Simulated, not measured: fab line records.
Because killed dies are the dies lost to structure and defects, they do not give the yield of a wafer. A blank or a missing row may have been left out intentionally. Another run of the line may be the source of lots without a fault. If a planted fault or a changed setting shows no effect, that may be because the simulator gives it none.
Lot-split experiment / flow n5_finfet / 7 lots, 21 wafers read, on a route of 1938 steps

== SPLIT DETAILS ==
At N5_SD_ACTIVATION_LSA_01 (time 0.0008 s), the setting temp_c was moved away from the recipe's 1080 C on 6 of the 21 wafers read, by -2.6% to +2.2%. This setting was run at the recipe's value on the other wafers.

Between the split and the reading, the file records no step.

== THE READING ==
Measured at N5_SD_ACTIVATION_RS_MEAS_03 by four-point probe: RS_SD_N, in ohm/sq. Typical for fault-free wafers on this fab line: 21.93 ohm/sq, with standard deviation 0.3 ohm/sq.

wafer=L076.1; tool, chamber at the split=laser_anneal-01, 0; temp_c as run, C=1080; against the recipe=recipe; RS_SD_N, ohm/sq=21.60; against lot-mates on the recipe=-
wafer=L076.3; tool, chamber at the split=laser_anneal-01, 0; temp_c as run, C=1080; against the recipe=recipe; RS_SD_N, ohm/sq=21.30; against lot-mates on the recipe=-
wafer=L076.5; tool, chamber at the split=laser_anneal-01, 0; temp_c as run, C=1080; against the recipe=recipe; RS_SD_N, ohm/sq=21.40; against lot-mates on the recipe=-
wafer=L077.2; tool, chamber at the split=laser_anneal-01, 0; temp_c as run, C=1104; against the recipe=+2.2%; RS_SD_N, ohm/sq=19.57; against lot-mates on the recipe=-2.09
wafer=L077.3; tool, chamber at the split=laser_anneal-01, 0; temp_c as run, C=1104; against the recipe=+2.2%; RS_SD_N, ohm/sq=19.51; against lot-mates on the recipe=-2.15
wafer=L077.6; tool, chamber at the split=laser_anneal-01, 0; temp_c as run, C=1080; against the recipe=recipe; RS_SD_N, ohm/sq=21.66; against lot-mates on the recipe=-
wafer=L078.3; tool, chamber at the split=laser_anneal-01, 0; temp_c as run, C=1080; against the recipe=recipe; RS_SD_N, ohm/sq=22.22; against lot-mates on the recipe=-
wafer=L078.4; tool, chamber at the split=laser_anneal-01, 0; temp_c as run, C=1080; against the recipe=recipe; RS_SD_N, ohm/sq=22.34; against lot-mates on the recipe=-
wafer=L078.6; tool, chamber at the split=laser_anneal-01, 0; temp_c as run, C=1059; against the recipe=-1.9%; RS_SD_N, ohm/sq=24.86; against lot-mates on the recipe=+2.58
wafer=L080.3; tool, chamber at the split=laser_anneal-01, 0; temp_c as run, C=1080; against the recipe=recipe; RS_SD_N, ohm/sq=21.97; against lot-mates on the recipe=-
wafer=L080.4; tool, chamber at the split=laser_anneal-01, 0; temp_c as run, C=1080; against the recipe=recipe; RS_SD_N, ohm/sq=22.23; against lot-mates on the recipe=-
wafer=L080.5; tool, chamber at the split=laser_anneal-01, 0; temp_c as run, C=1080; against the recipe=recipe; RS_SD_N, ohm/sq=22.33; against lot-mates on the recipe=-
wafer=L083.3; tool, chamber at the split=laser_anneal-02, 0; temp_c as run, C=1080; against the recipe=recipe; RS_SD_N, ohm/sq=22.15; against lot-mates on the recipe=-
wafer=L083.5; tool, chamber at the split=laser_anneal-02, 0; temp_c as run, C=1080; against the recipe=recipe; RS_SD_N, ohm/sq=22.21; against lot-mates on the recipe=-
wafer=L083.6; tool, chamber at the split=laser_anneal-02, 0; temp_c as run, C=1104; against the recipe=+2.2%; RS_SD_N, ohm/sq=19.49; against lot-mates on the recipe=-2.69
wafer=L086.1; tool, chamber at the split=laser_anneal-01, 0; temp_c as run, C=1052; against the recipe=-2.6%; RS_SD_N, ohm/sq=24.27; against lot-mates on the recipe=+2.76
wafer=L086.3; tool, chamber at the split=laser_anneal-01, 0; temp_c as run, C=1052; against the recipe=-2.6%; RS_SD_N, ohm/sq=24.19; against lot-mates on the recipe=+2.68
wafer=L086.5; tool, chamber at the split=laser_anneal-01, 0; temp_c as run, C=1080; against the recipe=recipe; RS_SD_N, ohm/sq=21.51; against lot-mates on the recipe=-
wafer=L091.1; tool, chamber at the split=laser_anneal-02, 0; temp_c as run, C=1080; against the recipe=recipe; RS_SD_N, ohm/sq=21.72; against lot-mates on the recipe=-
wafer=L091.3; tool, chamber at the split=laser_anneal-02, 0; temp_c as run, C=1080; against the recipe=recipe; RS_SD_N, ohm/sq=22.00; against lot-mates on the recipe=-
wafer=L091.4; tool, chamber at the split=laser_anneal-02, 0; temp_c as run, C=1080; against the recipe=recipe; RS_SD_N, ohm/sq=21.89; against lot-mates on the recipe=-

FIT RESULTS
A straight line over all 21 wafers: RS_SD_N changes by -1.05 ohm/sq for each +1% of temp_c; r = -0.96; the points scatter about the line by 0.39 ohm/sq.
The same after taking each lot's own level away (the mean of its wafers on the recipe; 21 wafers): -1.08 ohm/sq for each +1%; r = -0.99; scatter 0.18 ohm/sq.
The reading moves by 2.8 ohm/sq for the largest change in temp_c, on that fit.
Measured against the standard deviation above, the lots' own levels, which go from 21.433 to 22.280 ohm/sq, span 2.8 times it.
Consequently the slope shifts little with the lot-to-lot level, the two slopes agreeing.
Check: with one of the wafers moved furthest among these (-2.6%) left out of the fit, the line predicts +2.84 ohm/sq for it against its lot-mates. Against them it came out at +2.76 ohm/sq.
Tool readings at the split's step, against how far the setting was moved: wafer_temp_C_max r = +1.00.

== ADDITIONAL SPLITS CARRIED BY THESE WAFERS ==
Before the reading, these wafers also passed through other splits. Each is held against what the fit with the lots' levels taken away leaves over:
other split on the same wafers=N5_DUMMY_GATE_EXPOSE_12 dose_mj; wafers away from the commonest value=7; r with RS_SD_N (lot level and that fit taken away)=-0.08
other split on the same wafers=N5_SD_EPI_P_COAT_34 spin_rpm; wafers away from the commonest value=6; r with RS_SD_N (lot level and that fit taken away)=-0.08
other split on the same wafers=N5_SD_EPI_P_PEB_07 peb_time_s; wafers away from the commonest value=4; r with RS_SD_N (lot level and that fit taken away)=-0.10

== THE WHOLE CHAIN: every reading that the file lists as answering this split, in the file's order ==
step=N5_SD_ACTIVATION_LSA_01; what it does=time 0.0008 s; reading=wafer_temp_C_max; change (the file's fit)=withheld for each +1% of the setting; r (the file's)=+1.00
step=N5_SD_ACTIVATION_RS_MEAS_03; what it does=measures by four-point-probe; reading=RS_SD_N; change (the file's fit)=-1.12 for each +1% of the setting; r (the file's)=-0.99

== FILE'S OWN FIT ==
RS_SD_N changes by -1.12 ohm/sq for each +1% of temp_c, r = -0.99.
